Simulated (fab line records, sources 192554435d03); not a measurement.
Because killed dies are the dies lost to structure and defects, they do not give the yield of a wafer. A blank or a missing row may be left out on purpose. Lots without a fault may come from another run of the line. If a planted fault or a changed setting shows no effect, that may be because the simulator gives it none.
Lot-split experiment -- flow n5_finfet -- 39 wafers read from 7 lots, route of 1938 steps

## ON THE SPLIT
At N5_DUMMY_GATE_EXPOSE_12 (exposes mask GATE, target cd 25 nm), the setting dose_mj was moved away from the recipe's 34 on 15 of the 39 wafers read, by -4.3% to +7.4%. For the rest of the wafers, this setting stayed at what the recipe calls for.

## FROM THE SPLIT TO THE READING: what the file shows between them, 2 steps
- N5_DUMMY_GATE_PEB_13: peb time 60 s
- N5_DUMMY_GATE_DEVELOP_14: develop time 30 s

## THE READING
At N5_DUMMY_GATE_CD_MEAS_15: cd_nm in nanometres, against a target cd of 25.8 nm. A value of 24.95 nm with a standard deviation of 0.25 nm is what fault-free wafers of this fab line usually give.

wafer,"tool, chamber at the split",dose_mj as run,against the recipe,"cd_nm, nm",against lot-mates on the recipe
L077.1,"euv_scanner-02, 0",32.9,-3.2%,25.50,+0.44
L077.2,"euv_scanner-02, 0",32.9,-3.2%,25.60,+0.54
L077.3,"euv_scanner-02, 0",34,recipe,24.85,-
L077.4,"euv_scanner-02, 0",34,recipe,25.08,-
L077.5,"euv_scanner-02, 0",34,recipe,25.25,-
L077.6,"euv_scanner-02, 0",32.9,-3.2%,25.56,+0.50
L078.1,"euv_scanner-01, 0",36.5,+7.4%,24.22,-0.72
L078.2,"euv_scanner-01, 0",36.5,+7.4%,23.66,-1.28
L078.3,"euv_scanner-01, 0",36.5,+7.4%,23.82,-1.12
L078.4,"euv_scanner-01, 0",34,recipe,24.77,-
L078.5,"euv_scanner-01, 0",34,recipe,24.81,-
L078.6,"euv_scanner-01, 0",34,recipe,25.24,-
L080.1,"euv_scanner-01, 0",34,recipe,24.67,-
L080.3,"euv_scanner-01, 0",34,recipe,24.67,-
L080.6,"euv_scanner-01, 0",34,recipe,24.83,-
L082.1,"euv_scanner-02, 0",34,recipe,24.58,-
L082.2,"euv_scanner-02, 0",34,recipe,24.59,-
L082.3,"euv_scanner-02, 0",34,recipe,25.57,-
L082.4,"euv_scanner-02, 0",34,recipe,24.95,-
L082.5,"euv_scanner-02, 0",34,recipe,24.82,-
L082.6,"euv_scanner-02, 0",34,recipe,24.92,-
L090.1,"euv_scanner-01, 0",36.04,+6.0%,23.62,-1.27
L090.2,"euv_scanner-01, 0",34,recipe,25.04,-
L090.3,"euv_scanner-01, 0",36.04,+6.0%,23.55,-1.34
L090.4,"euv_scanner-01, 0",36.04,+6.0%,23.73,-1.16
L090.5,"euv_scanner-01, 0",34,recipe,25.07,-
L090.6,"euv_scanner-01, 0",34,recipe,24.57,-
L093.1,"euv_scanner-01, 0",34,recipe,25.19,-
L093.2,"euv_scanner-01, 0",32.53,-4.3%,25.96,+0.85
L093.3,"euv_scanner-01, 0",32.53,-4.3%,25.83,+0.72
L093.4,"euv_scanner-01, 0",34,recipe,24.98,-
L093.5,"euv_scanner-01, 0",34,recipe,25.17,-
L093.6,"euv_scanner-01, 0",32.53,-4.3%,25.96,+0.85
L095.1,"euv_scanner-02, 0",35.54,+4.5%,23.95,-0.84
L095.2,"euv_scanner-02, 0",35.54,+4.5%,23.93,-0.86
L095.3,"euv_scanner-02, 0",35.54,+4.5%,24.14,-0.65
L095.4,"euv_scanner-02, 0",34,recipe,24.83,-
L095.5,"euv_scanner-02, 0",34,recipe,24.64,-
L095.6,"euv_scanner-02, 0",34,recipe,24.90,-

FIT RESULTS
A straight line over all 39 wafers: cd_nm changes by -0.186 nm for each +1% of dose_mj; r = -0.93; the points scatter about the line by 0.25 nm.
The same after taking each lot's own level away (the mean of its wafers on the recipe; 39 wafers): -0.17 nm for each +1%; r = -0.93; scatter 0.21 nm.
The reading moves by 1.3 nm for the largest change in dose_mj, on that fit.
Across the lots, their own levels run from 24.723 to 25.113 nm, a range of 1.6 times the standard deviation given above.
Consequently the slope shifts little with the lot-to-lot level, the two slopes agreeing.
Check: with one of the wafers moved furthest among these (+7.4%) left out of the fit, the line predicts -1.34 nm for it against its lot-mates. Against them it came out at -0.72 nm.

## OTHER SPLITS APPLIED TO THESE WAFERS
Note: prior to the reading, these wafers also went through further splits. Each is held against what the fit with the lots' levels taken away leaves over:
other split on the same wafers,wafers away from the commonest value,r with cd_nm (lot level and that fit taken away)
N5_FIN_SAQP_EXPOSE_13 dose_mj,15,+0.00
N5_FIN_CUT_CUT_ETCH_26 target_depth_a,15,+0.00

## THE FILE'S OWN FIT
cd_nm changes by -0.17 nm for each +1% of dose_mj, r = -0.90.
